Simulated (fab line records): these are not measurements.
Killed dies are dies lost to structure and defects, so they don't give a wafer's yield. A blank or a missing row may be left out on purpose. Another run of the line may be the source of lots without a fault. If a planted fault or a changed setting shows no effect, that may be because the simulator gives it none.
fab line records | flow n5Finfet
record lots=5 wafers=12 lastDay=16
route steps=1938 shown GATE_CUT@465 BEOL_M4@1111
lots untouched by any fault: they come from a run of this same line in which no faults occurred
startH: the number of hours between the record's first day and the start of the first shown wafer of the lot | waitH: hours elapsed since this lot's preceding step | " the same as in the row above | L1.1+2: a row that stands for several wafers | - either no value or no given start | * or withheld: withheld | < > ~ a bound
route shown NAME@n: NAME is a module with steps in the file, n the number in the route of the first one | usual: mean and standard deviation over wafers with no fault | same: alike in all rows | chamber/n: place in a boat | sites: each site's reading | _std_site: their standard deviation | _edge_site: outer sites' mean less inner sites' | radiusMm: for every site, how far away it sits from the centre of the wafer | mask NAME#n: copy n | behind: tool/chamber where the wafer was last shaped | hold: why the lot went on hold/how many hours it stayed there/how the hold came to an end | device: transistor that didn't switch, given as n, p or np | end of line: tests of these same wafers at the route's end | a step given without rows: its recipe and nothing more | killed: count of dies lost to structure and defects at first sort (not the wafer's yield) | map: per-die view of a wafer (x killed, . not killed, _ where there is no die)
set.NAME: the setting the step ran with; set.NAME@STEP: the setting that earlier step ran with | model.NAME: the simulator's own value behind a step, which no gauge read
certain route steps with their lots: each step a table, each wafer a row
services: a tool's chamber out of use, with start hour (startH, from the record's first day; less than 0 if before it), hours out, and reason
## steps
# step N5_GATE_CUT_ETCHBACK_00
# recipe chemistry=SF6/Cl2 target=W pressureMtorr=8 icpW=900 biasW=80 SF6_flow_sccm=40 Cl2_flow_sccm=60
# step N5_GATE_CUT_ETCH_56
# recipe chemistry=Cl2/Ar target=TiN targetDepthA=216 pressureMtorr=10 icpW=600 biasW=60 Cl2_flow_sccm=40 Ar_flow_sccm=60
# step N5_GATE_CUT_ETCHBACK_30
# recipe chemistry=Cl2/Ar target=TiN targetDepthA=30 mode=isotropic pressureMtorr=10 icpW=600 biasW=60 Cl2_flow_sccm=40 Ar_flow_sccm=60
# step N5_GATE_CUT_VAPOR_ETCH_60
# recipe chemistry=BCl3/Cl2 target=HfO2 mode=isotropic
# step N5_GATE_CUT_ETCH_58
# recipe chemistry=CH3F/O2 target=SiNx targetDepthA=170 timeS=128.6 ionEnergyEv=50 pressureMtorr=30 sourceW=415 biasW=21 Ar_flow_sccm=150 CH3F_flow_sccm=30 O2_flow_sccm=20
# step N5_GATE_CUT_STRIP_59
# recipe chemistry=N2/H2 timeS=20 powerW=100 tempC=40 pressureMtorr=100 rfFrequencyHz=6e+07 biasPowerW=3 n2FlowSccm=300 h2FlowSccm=300
# step N5_GATE_CUT_PRECLEAN_31
# recipe tempC=23 chemistry=DIW timeS=300
# step N5_GATE_CUT_SRD_32
# recipe timeS=30 tempC=23 rinseLiquid=diw dry=ipaMarangoni
# step N5_GATE_CUT_SAC_CAP_01
# recipe material=SiNx targetThkA=240 tempC=400 aldPrecursorFamily=SiH2I2 aldCoReactant=N2/H2-plasma pulseTimeS=1 aldCycles=480 purgeTimeS=2 coReactantPurgeTimeS=2 pressureTorr=2
# step N5_GATE_CUT_PECVD_57
# recipe material=SiNx targetThkA=210 tempC=400 precursor=SiH4/NH3/N2 pressureTorr=1.5 rfW=300
# step N5_GATE_CUT_CMP_02
# recipe stopOn=SiO2 tOverpolishS=12.7 postCmpClean=alkalineBrush downForcePsi=2.5 platenRpm=51.8 padVelocityMS=1.0307 targetThkNm=0
# step N5_GATE_CUT_HM_DEP_46
# recipe material=SiO2 targetThkA=1300 tempC=400 precursor=TEOS/O2 pressureTorr=6.5 rfW=900 teosFlowSccm=161.4 gas=O2 flowSccm=2650 timeS=26.6
# usual heaterPowerW=518/60 showerheadPlenumPTorr=8.34/0.032 showerheadVppV=1897/130 throttleValvePct=18.2/0.87
# columns lot.wafer tool chamber startH waitH heaterPowerW showerheadPlenumPTorr showerheadVppV throttleValvePct model.SiO2_of_GATE_CUT_HM_DEP_46.thkNm
L717.3 pecvd-03 1 100.73 0.0 519 8.34 1797 18.0 128.6
L717.5 " 1 " " 528 8.36 1802 17.9 131
L717.6 " 0 " " 569 8.32 1922 19.1 130.2
L726.5 pecvd-03 0 154.44 0.1 446 8.31 1969 19.2 43.4
L726.6 " 1 " " 483 8.33 1814 18.1 128.8
L729.3 pecvd-03 0 171.44 0.0 600 8.35 1939 19.1 128.4
L729.5 " 0 " " 457 8.32 1984 19.1 41.2
L730.1 pecvd-03 2 179.76 0.0 501 8.33 1939 17.5 40.2
L730.3 " 1 " " 545 8.34 1793 18.0 126.6
L733.1 pecvd-02 0 201.35 0.1 657 8.33 2111 18.7 128.4
L733.3 " 1 " " 539 8.31 1882 18.7 127
L733.5 " 1 " " 536 8.34 1851 18.5 131.2
# step N5_GATE_CUT_COAT_34
# recipe resist=SOC tempC=250 timeS=60 spinRpm=1500 resistThkNm=60
# step N5_GATE_CUT_COAT_35
# recipe resist=SiARC tempC=220 timeS=60 spinRpm=1500 resistThkNm=10
# step N5_GATE_CUT_COAT_27
# recipe resist=underlayer tempC=205 timeS=60 spinRpm=1500 resistThkNm=10
# step N5_GATE_CUT_COAT_07
# recipe resist=CAR-EUV spinRpm=1500 resistThkNm=30
# step N5_GATE_CUT_EBR_09
# recipe solvent=PGMEA ebrWidthMm=1.5
# step N5_GATE_CUT_SOFTBAKE_08
# recipe tempC=110 timeS=60 resist=CAR-EUV
# step N5_GATE_CUT_EXPOSE_10
# recipe maskId=GATE_CUT na=0.33 sourceShape=annular sigmaInner=0.35 sigmaOuter=0.8 polarization=unpolarized targetCdNm=20 doseMj=43.25
# step N5_GATE_CUT_PEB_11
# recipe pebTempC=100 pebTimeS=60 resist=CAR-EUV
# step N5_GATE_CUT_DEVELOP_12
# recipe developTimeS=30 developer=TMAH resist=CAR-EUV rinseLiquid=surfactantRinse dry=airSpin devTempC=23
# step N5_GATE_CUT_DESCUM_18
# recipe chemistry=O2 timeS=7 sourcePowerW=50 biasPowerW=20 pressureMtorr=20 rfFrequencyHz=2.712e+07 tempC=40 resist=CAR-EUV o2FlowSccm=225
# step N5_GATE_CUT_ETCH_28
# recipe chemistry=N2/H2 target=underlayer targetDepthA=130 maskMaterial=CAR-EUV timeS=10.4 ionEnergyEv=200 pressureMtorr=30 sourceW=840 biasW=150 n2FlowSccm=200 h2FlowSccm=200 ends=cleared
# step N5_GATE_CUT_ETCH_36
# recipe chemistry=CF4 target=SiARC targetDepthA=130 maskMaterial=CAR-EUV timeS=21.7 ionEnergyEv=80 pressureMtorr=40 sourceW=545 biasW=36 Ar_flow_sccm=100 cf4FlowSccm=100 ends=cleared
# step N5_GATE_CUT_ETCH_37
# recipe chemistry=N2/H2 target=SOC targetDepthA=600 overetchA=120 maskMaterial=SiARC tempC=40 timeS=90 ionEnergyEv=200 pressureMtorr=30 sourceW=840 biasW=150 n2FlowSccm=200 h2FlowSccm=200
# step N5_GATE_CUT_STRIP_38
# recipe chemistry=N2/H2 tempC=40 n2FlowSccm=200 h2FlowSccm=200 rfFrequencyHz=6e+07
# step N5_GATE_CUT_STRIP_39
# recipe chemistry=N2/H2 tempC=40 n2FlowSccm=200 h2FlowSccm=200 rfFrequencyHz=6e+07
# step N5_GATE_CUT_HM_OPEN_40
# recipe chemistry=C4F6/O2 target=SiO2 maskMaterial=SiARC targetDepthA=1390 timeS=85.1 ionEnergyEv=250 pressureMtorr=30 sourceW=345 biasW=185 Ar_flow_sccm=300 C4F6_flow_sccm=10 O2_flow_sccm=10 ends=cleared
# usual biasW=185.0/0.56 drypumpMotorCurrentA=5.5/0.38 etchRfOnTimeS=93.8/2.3 oesProductAu=0.70/0.073 rfVppV=673/15 showerheadPlenumPTorr=2.89/0.088 throttleValvePct=21.08/0.19
# columns lot.wafer tool chamber startH waitH biasW drypumpMotorCurrentA etchRfOnTimeS oesProductAu rfHoursCounterH rfVppV showerheadPlenumPTorr throttleValvePct model.etch.depthNm model.SOC_of_GATE_CUT_COAT_34.thkNm model.GATE_CUT.cdNm
L717.3 rieDiel-04 3 101.48 0.0 185.2 5.4 92.7 0.63 203 677 2.81 21.14 128.6 33 19.8
L717.5 " 0 " " 185.0 5.4 93.2 0.68 - 688 2.97 20.76 130.9 31.2 20
L717.6 " 3 " " 185.2 5.4 93.4 0.63 - 676 2.81 21.14 130.1 32.6 19.4
L726.5 rieDiel-04 3 155.51 0.0 184.9 5.4 31.3 0.62 - 678 2.80 21.17 43.45 50.6 19.6
L726.6 " 2 " " 185.2 5.0 91.4 0.88 - 682 2.93 21.09 128.8 32.8 19.8
L729.3 rieDiel-04 0 172.44 0.0 184.2 5.5 93.4 0.66 188 687 2.96 20.78 128.4 32.4 20
L729.5 " 0 " " 184.2 5.4 29.9 0.66 - 686 2.96 20.79 41.15 51.4 19.8
L730.1 rieDiel-04 2 180.43 0.0 184.6 5.0 28.6 0.86 7 683 2.93 21.13 40.18 51.4 19.6
L730.3 " 1 " " 185.5 5.0 95.5 0.67 146 679 2.96 21.01 126.7 33.2 20
L733.1 rieDiel-05 3 202.37 0.0 184.9 5.3 92.6 0.67 182 670 2.75 21.07 128.4 33.4 19.6
L733.3 " 1 " " 185.4 6.2 92.2 0.72 92 672 2.86 21.01 127.1 33.4 19.8
L733.5 " 1 " " 185.0 6.2 95.1 0.72 - 671 2.86 20.98 131.2 32.6 20
# step N5_GATE_CUT_STRIP_41
# recipe chemistry=CF4 resist=SiARC powerW=300 biasPowerW=75 pressureMtorr=50 cf4FlowSccm=150 rfFrequencyHz=6e+07
# step N5_GATE_CUT_STRIP_42
# recipe chemistry=O2 powerW=400 tempC=40 pressureMtorr=30 rfFrequencyHz=6e+07 biasPowerW=0 overashFraction=0.3 o2FlowSccm=225
# step N5_GATE_CUT_ETCH_19
# recipe chemistry=CH3F/O2 target=SiNx maskMaterial=SiO2 targetDepthA=537 timeS=76.7 pressureMtorr=30 sourceW=395 biasW=73 Ar_flow_sccm=150 CH3F_flow_sccm=30 O2_flow_sccm=20 ionEnergyEv=120 ends=cleared
# usual biasW=73.02/0.22 drypumpMotorCurrentA=5.5/0.38 etchRfOnTimeS=76.9/1.4 oesProductAu=0.66/0.069 rfVppV=301/6.8 showerheadPlenumPTorr=2.03/0.064 throttleValvePct=16.47/0.18
# columns lot.wafer tool chamber startH waitH biasW drypumpMotorCurrentA etchRfOnTimeS oesProductAu rfHoursCounterH rfVppV showerheadPlenumPTorr throttleValvePct model.GATE_CUT.cdNm
L717.3 rieDiel-04 3 101.60 0.0 72.96 5.4 76.9 0.59 203 303 1.97 16.61 19.8
L717.5 " 0 " " 72.69 5.5 76.5 0.65 - 308 2.09 16.17 20.2
L717.6 " 3 " " 72.90 5.3 77.5 0.59 - 302 1.97 16.60 19.6
L726.5 rieDiel-04 3 155.65 0.0 73.14 5.4 77.1 0.58 - 301 1.97 16.63 19.6
L726.6 " 2 " " 73.20 5.0 75.9 0.83 - 305 2.06 16.39 20
L729.3 rieDiel-04 0 172.56 0.0 73.25 5.5 76.3 0.63 188 306 2.08 16.23 20.2
L729.5 " 0 " " 72.80 5.5 75.9 0.63 - 306 2.08 16.24 19.8
L730.1 rieDiel-04 2 180.55 0.0 72.72 5.0 75.5 0.80 7 307 2.06 16.43 19.8
L730.3 " 1 " " 72.55 5.0 80.7 0.63 146 302 2.08 16.40 20.2
L733.1 rieDiel-05 3 202.49 0.0 73.11 5.4 76.7 0.63 182 297 1.93 16.48 19.4
L733.3 " 1 " " 72.83 6.2 76.1 0.69 92 300 2.01 16.41 19.8
L733.5 " 1 " " 73.10 6.1 76.0 0.69 - 300 2.01 16.39 19.8
# step N5_GATE_CUT_CUT_ETCH_53
# recipe chemistry=SF6/Cl2 target=W maskMaterial=SiO2 targetDepthA=792 pressureMtorr=8 icpW=900 biasW=80 SF6_flow_sccm=40 Cl2_flow_sccm=60 ends=cleared
# step N5_GATE_CUT_CUT_ETCH_54
# recipe chemistry=Cl2/BCl3 target=TiN maskMaterial=SiO2 targetDepthA=967 pressureMtorr=10 icpW=1000 biasW=126 Cl2_flow_sccm=53.25 bcl3FlowSccm=21.75 Ar_flow_sccm=25 ends=cleared
# step N5_GATE_CUT_CUT_ETCH_55
# recipe chemistry=BCl3 target=HfO2 maskMaterial=SiO2 targetDepthA=32 ionEnergyEv=30 pressureMtorr=5 icpW=450 biasW=18 bcl3FlowSccm=80
# step N5_GATE_CUT_ETCH_47
# recipe chemistry=Cl2/BCl3 target=SiO2 targetDepthA=100 pressureMtorr=10 icpW=1000 biasW=126 Cl2_flow_sccm=53.25 bcl3FlowSccm=21.75 Ar_flow_sccm=25
# step N5_GATE_CUT_VAPOR_ETCH_48
# recipe chemistry=BCl3/Cl2 target=TiN mode=isotropic
# step N5_GATE_CUT_VAPOR_ETCH_49
# recipe chemistry=BCl3/Cl2 target=TiAlC mode=isotropic
# step N5_GATE_CUT_VAPOR_ETCH_51
# recipe chemistry=BCl3/Cl2 target=HfO2 mode=isotropic
# step N5_GATE_CUT_THK_MEAS_24
# recipe reads=SiO2_of_GATE_CUT_HM_DEP_46+SiO2_flowable_of_ILD0_FCVD_FILL_01
# usual GC_FILL_THK=219.8/2.3
# columns lot.wafer tool chamber startH waitH GC_FILL_THK[nm]
L717.3 filmMetro-02 - 103.94 - 219.0
L717.5 " - " " 220.7
L717.6 " - " " 217.7
L726.5 filmMetro-02 - 157.98 - 132.0
L726.6 " - " " 219.0
L729.3 filmMetro-02 - 174.90 - 218.9
L729.5 " - " " 130.9
L730.1 filmMetro-02 - 183.98 - 130.6
L730.3 " - " " 217.2
L733.1 filmMetro-02 - 205.52 - 219.2
L733.3 " - " " 216.1
L733.5 " - " " 220.7
# step N5_GATE_CUT_CMP_43
# recipe material=SiO2 postCmpClean=rinseOnly
# usual motorCurrentA=12.6/1.8
# columns lot.wafer tool chamber startH waitH motorCurrentA model.SiO2_of_GATE_CUT_HM_DEP_46.thkNm
L717.3 cmp-04 0 104.05 0.1 11.6 5
L717.5 " 3 " " 16.0 5
L717.6 " 0 " " 12.1 5
L726.5 cmp-04 1 158.33 0.3 12.2 0.8
L726.6 " 2 " " 12.7 5
L729.3 cmp-03 3 174.92 0.0 10.5 5
L729.5 " 0 " " 13.3 0.8
L730.1 cmp-03 3 184.09 0.1 11.2 0.6
L730.3 " 1 " " 9.9 4.8
L733.3 cmp-04 1 205.71 0.2 11.7 4.8
L733.1 " 2 " " 13.2 5
L733.5 " 3 " " 16.0 5
# step N5_BEOL_M4_RC_MEAS_101
# usual DIBL_N=36.1/1.6 DIBL_P=35.7/1.8 IOFF_N=0.159/0.027 IOFF_P=0.21/0.03 ION_N=673/10 ION_P=462/7.4 SS_N=71.4/0.56 SS_P=73.2/0.61 VT_N=249.7/3 VT_P=-250/3.1
# columns lot.wafer tool chamber startH waitH DIBL_N[mV/V] DIBL_P[mV/V] IOFF_N[nA/um] IOFF_P[nA/um] ION_N[uA/um] ION_P[uA/um] SS_N[mV/dec] SS_P[mV/dec] VT_N[mV] VT_P[mV]
L717.3 prober-02 0 183.41 0.3 34.8 31.8 0.148 0.21 670 467 71.1 73.0 248.4 -247
L717.5 " 0 " " 35.4 33.2 0.164 0.24 679 471 71.2 72.8 247.5 -244
L717.6 " 0 " " 36.4 34.3 0.176 0.26 679 466 71.6 73.2 246.5 -245
L726.5 prober-01 0 238.03 0.6 34.0 31.8 0.114 0.16 661 456 71.4 72.5 254.6 -254
L726.6 " 0 " " 39.2 39.0 0.219 0.27 674 466 71.7 74.4 243.8 -246
L730.1 prober-02 0 255.59 0.0 36.1 36.2 0.161 0.22 682 473 72.0 72.8 248.9 -245
L730.3 " 0 " " 38.1 38.6 0.210 0.28 677 464 72.6 73.8 243.5 -245
L729.3 prober-01 0 255.59 0.3 38.3 37.8 0.196 0.21 685 455 72.3 74.2 247.3 -251
L729.5 " 0 " " 36.5 34.4 0.146 0.18 679 463 71.3 72.9 251.6 -253
L733.1 prober-02 0 282.78 0.0 37.0 35.5 0.168 0.20 664 462 72.1 72.5 246.6 -250
L733.3 " 0 " " 36.5 34.4 0.148 0.19 673 459 71.2 73.0 252.9 -251
L733.5 " 0 " " 35.6 32.1 0.128 0.16 649 445 72.3 72.1 256.6 -255
## services
# columns tool chamber startH hours kind
cmp-03 - 86.36 0.6 repair
rieDiel-04 - 95.90 0.4 repair
cmp-03 - 108.70 7.0 pm
cmp-03 - 121.70 1.0 repair
rieDiel-05 2 128.71 1.6 repair
rieDiel-04 2 130.35 - clean
rieDiel-04 2 130.35 - consumableReplace:focusRing
rieDiel-04 2 130.35 22.3 scheduledDown
rieDiel-04 2 130.35 22.3 ventCycle
pecvd-02 1 130.79 30.3 repair
cmp-04 - 135.93 2.8 repair
rieDiel-05 - 139.60 0.4 repair
pecvd-02 - 139.70 0.8 repair
pecvd-03 - 146.85 5.5 pm
pecvd-03 - 161.70 1.3 repair
cmp-03 - 171.85 0.3 repair
cmp-04 - 173.75 4.0 pm
cmp-04 - 177.75 - consumableReplace:conditioner
cmp-04 - 177.75 - consumableReplace:pad
cmp-04 - 194.82 0.4 repair
pecvd-03 2 202.38 - clean
pecvd-03 2 202.38 - consumableReplace:showerhead
pecvd-03 2 202.38 29.0 scheduledDown
pecvd-03 2 202.38 29.0 ventCycle
## key
firstSign step=N5_GATE_CUT_HM_OPEN_40 reading=etchRfOnTimeS direction=down sigmas=28 usual=* struck=*
effect step=N5_GATE_CUT_THK_MEAS_24 reading=GC_FILL_THK direction=down sigmas=39 usual=219.8 struck=131.2
modelEffect step=N5_GATE_CUT_HM_DEP_46 value=SiO2_of_GATE_CUT_HM_DEP_46.thkNm without=129.3 struck=41.6
modelEffect step=N5_GATE_CUT_HM_OPEN_40 value=etch.depthNm without=129.3 struck=41.59
modelEffect step=N5_GATE_CUT_ETCH_19 value=GATE_CUT.cdNm without=20.27 struck=19.73
modelEffect step=N5_GATE_CUT_CMP_43 value=SiO2_of_GATE_CUT_HM_DEP_46.thkNm without=4.933 struck=0.7333
metAt N5_GATE_CUT_HM_DEP_46
struckWafers L726.5,L729.5,L730.1
onsetBetween 100.73 154.44
fault kind=processParameterDrift tool=pecvd-03 chamber=- onsetH=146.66 steps=N5_GATE_CUT_HM_DEP_46 channel=timeS offset=* shape=step endH=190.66 scope=struckWafersOnly actsIn=* stated=*
